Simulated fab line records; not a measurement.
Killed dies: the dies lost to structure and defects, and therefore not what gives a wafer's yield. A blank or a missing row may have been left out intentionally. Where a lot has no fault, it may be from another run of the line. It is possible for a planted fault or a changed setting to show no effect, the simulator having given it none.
Chamber matching || flow n5 finfet || 4 sister chambers for N5_BEOL_M5_STRIP_36 on rie diel-06
The step strips in N2/H2. 20 wafers are shown with their chamber, then 10 later ones without.

## WAFERS PAIRED WITH THEIR CHAMBERS
{"wafer": "L078.1", "chamber": 1, "drypump motor current A (A)": 5.5, "showerhead plenum p Torr (Torr)": 2.51, "throttle valve pct (%)": 23.60}
{"wafer": "L078.3", "chamber": 3, "drypump motor current A (A)": 5.5, "showerhead plenum p Torr (Torr)": 2.56, "throttle valve pct (%)": 23.29}
{"wafer": "L078.6", "chamber": 1, "drypump motor current A (A)": 5.5, "showerhead plenum p Torr (Torr)": 2.51, "throttle valve pct (%)": 23.60}
{"wafer": "L079.3", "chamber": 0, "drypump motor current A (A)": 5.9, "showerhead plenum p Torr (Torr)": 2.48, "throttle valve pct (%)": 23.74}
{"wafer": "L079.4", "chamber": 0, "drypump motor current A (A)": 5.9, "showerhead plenum p Torr (Torr)": 2.48, "throttle valve pct (%)": 23.73}
{"wafer": "L079.6", "chamber": 2, "drypump motor current A (A)": 5.2, "showerhead plenum p Torr (Torr)": 2.64, "throttle valve pct (%)": 24.02}
{"wafer": "L082.1", "chamber": 2, "drypump motor current A (A)": 5.2, "showerhead plenum p Torr (Torr)": 2.63, "throttle valve pct (%)": 23.99}
{"wafer": "L082.2", "chamber": 0, "drypump motor current A (A)": 5.9, "showerhead plenum p Torr (Torr)": 2.48, "throttle valve pct (%)": 23.76}
{"wafer": "L082.3", "chamber": 3, "drypump motor current A (A)": 5.5, "showerhead plenum p Torr (Torr)": 2.56, "throttle valve pct (%)": 23.34}
{"wafer": "L084.1", "chamber": 0, "drypump motor current A (A)": 5.9, "showerhead plenum p Torr (Torr)": 2.48, "throttle valve pct (%)": 23.75}
{"wafer": "L084.3", "chamber": 3, "drypump motor current A (A)": 5.5, "showerhead plenum p Torr (Torr)": 2.55, "throttle valve pct (%)": 23.31}
{"wafer": "L084.6", "chamber": 2, "drypump motor current A (A)": 5.2, "showerhead plenum p Torr (Torr)": 2.63, "throttle valve pct (%)": 24.02}
{"wafer": "L086.1", "chamber": 2, "drypump motor current A (A)": 5.2, "showerhead plenum p Torr (Torr)": 2.63, "throttle valve pct (%)": 24.02}
{"wafer": "L086.4", "chamber": 1, "drypump motor current A (A)": 5.5, "showerhead plenum p Torr (Torr)": 2.51, "throttle valve pct (%)": 23.32}
{"wafer": "L086.5", "chamber": 1, "drypump motor current A (A)": 5.4, "showerhead plenum p Torr (Torr)": 2.51, "throttle valve pct (%)": 23.33}
{"wafer": "L087.2", "chamber": 2, "drypump motor current A (A)": 5.2, "showerhead plenum p Torr (Torr)": 2.63, "throttle valve pct (%)": 23.99}
{"wafer": "L087.5", "chamber": 2, "drypump motor current A (A)": 5.2, "showerhead plenum p Torr (Torr)": 2.63, "throttle valve pct (%)": 24.00}
{"wafer": "L087.6", "chamber": 3, "drypump motor current A (A)": 5.5, "showerhead plenum p Torr (Torr)": 2.55, "throttle valve pct (%)": 23.34}
{"wafer": "L090.2", "chamber": 2, "drypump motor current A (A)": 5.2, "showerhead plenum p Torr (Torr)": 2.62, "throttle valve pct (%)": 24.05}
{"wafer": "L090.4", "chamber": 1, "drypump motor current A (A)": 5.5, "showerhead plenum p Torr (Torr)": 2.51, "throttle valve pct (%)": 23.32}

SIGNATURES (means of the wafers above)
{"reading": "drypump motor current A", "chamber 0": 5.900, "chamber 1": 5.480, "chamber 2": 5.200, "chamber 3": 5.500, "scatter within a chamber": 0.0224}
{"reading": "showerhead plenum p Torr", "chamber 0": 2.4800, "chamber 1": 2.5100, "chamber 2": 2.6300, "chamber 3": 2.5550, "scatter within a chamber": 0.00433}
{"reading": "throttle valve pct", "chamber 0": 23.7450, "chamber 1": 23.4340, "chamber 2": 24.0129, "chamber 3": 23.3200, "scatter within a chamber": 0.0778}
Rule: for each reading, subtract the chamber's mean from the wafer's reading, divide by that reading's scatter and square the result; add these up over the readings and take the root, which gives the wafer's distance from the chamber. The wafer belongs to the nearest chamber; if the next one is less than 2 further off, it can't be placed. The scatter: take each reading less its chamber's mean, square it, sum over the shown wafers, divide by the number of wafers less the number of chambers, and take the root.

## WAFERS WITH NO CHAMBER GIVEN
{"wafer": "L090.6", "drypump motor current A (A)": 5.5, "showerhead plenum p Torr (Torr)": 2.55, "throttle valve pct (%)": 23.35}
{"wafer": "L093.1", "drypump motor current A (A)": 5.9, "showerhead plenum p Torr (Torr)": 2.47, "throttle valve pct (%)": 23.77}
{"wafer": "L093.2", "drypump motor current A (A)": 5.5, "showerhead plenum p Torr (Torr)": 2.51, "throttle valve pct (%)": 23.34}
{"wafer": "L093.5", "drypump motor current A (A)": 5.5, "showerhead plenum p Torr (Torr)": 2.55, "throttle valve pct (%)": 23.35}
{"wafer": "L092.2", "drypump motor current A (A)": 5.2, "showerhead plenum p Torr (Torr)": 2.62, "throttle valve pct (%)": 23.99}
{"wafer": "L092.4", "drypump motor current A (A)": 5.5, "showerhead plenum p Torr (Torr)": 2.51, "throttle valve pct (%)": 23.33}
{"wafer": "L092.6", "drypump motor current A (A)": 5.8, "showerhead plenum p Torr (Torr)": 2.47, "throttle valve pct (%)": 23.77}
{"wafer": "L096.1", "drypump motor current A (A)": 5.9, "showerhead plenum p Torr (Torr)": 2.47, "throttle valve pct (%)": 23.80}
{"wafer": "L096.2", "drypump motor current A (A)": 5.2, "showerhead plenum p Torr (Torr)": 2.62, "throttle valve pct (%)": 24.05}
{"wafer": "L096.3", "drypump motor current A (A)": 5.4, "showerhead plenum p Torr (Torr)": 2.50, "throttle valve pct (%)": 23.36}

## EACH ONE'S CHAMBER
{"wafer": "L090.6", "from the rows above": 3, "in truth": 3}
{"wafer": "L093.1", "from the rows above": 0, "in truth": 0}
{"wafer": "L093.2", "from the rows above": 1, "in truth": 1}
{"wafer": "L093.5", "from the rows above": 3, "in truth": 3}
{"wafer": "L092.2", "from the rows above": 2, "in truth": 2}
{"wafer": "L092.4", "from the rows above": 1, "in truth": 1}
{"wafer": "L092.6", "from the rows above": 0, "in truth": 0}
{"wafer": "L096.1", "from the rows above": 0, "in truth": 0}
{"wafer": "L096.2", "from the rows above": 2, "in truth": 2}
{"wafer": "L096.3", "from the rows above": 1, "in truth": 1}
10 of 10 placed correctly. Not placeable from these rows: 0. Number placed wrongly: 0.
